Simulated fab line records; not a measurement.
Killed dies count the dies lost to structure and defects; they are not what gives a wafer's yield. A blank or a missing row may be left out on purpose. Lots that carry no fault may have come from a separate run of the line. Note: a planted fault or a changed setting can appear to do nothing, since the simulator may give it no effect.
Chamber matching	flow n5_finfet	3 sister chambers for N5_BEOL_M1_ILD_DEP_00 on pecvd-04
The step deposits SiOC from DEMS/O2, target thk 79 nm, time 15.3 s. 6 wafers are shown with their chamber, then 7 later ones without.

WAFERS WITH THEIR CHAMBER
wafer	chamber	showerhead_plenum_p_Torr (Torr)	throttle_valve_pct (%)
L085.4	2	5.708	12.0
L086.1	1	5.682	11.5
L086.2	2	5.700	11.7
L086.3	0	5.717	11.1
L087.1	1	5.681	11.8
L087.2	0	5.705	11.0

WAFERS WITH NO CHAMBER GIVEN
wafer	showerhead_plenum_p_Torr (Torr)	throttle_valve_pct (%)
L087.6	5.697	10.7
L089.2	5.709	11.0
L089.3	5.678	11.4
L089.5	5.723	11.1
L092.2	5.679	11.6
L092.3	5.707	10.9
L092.5	5.666	11.8

THE CHAMBER EACH PASSED THROUGH
wafer	from the rows above	in truth
L087.6	0	0
L089.2	0	0
L089.3	1	1
L089.5	0	0
L092.2	1	1
L092.3	0	0
L092.5	1	1
Correctly placed: 7 of 7. From these rows, 0 cannot be placed. 0 placed wrongly.
How it was worked out, from the rows above alone: a wafer's distance from a chamber is the root of the sum, over the readings, of the square of ((its reading less the chamber's mean) divided by the reading's scatter). If the next closest chamber is less than 2 further off than the closest, the wafer can't be placed; otherwise it belongs to the closest. The mean given for a chamber averages the wafers shown for that chamber. The scatter: take each reading less its chamber's mean, square it, sum over the shown wafers, divide by the number of wafers less the number of chambers, and take the root.
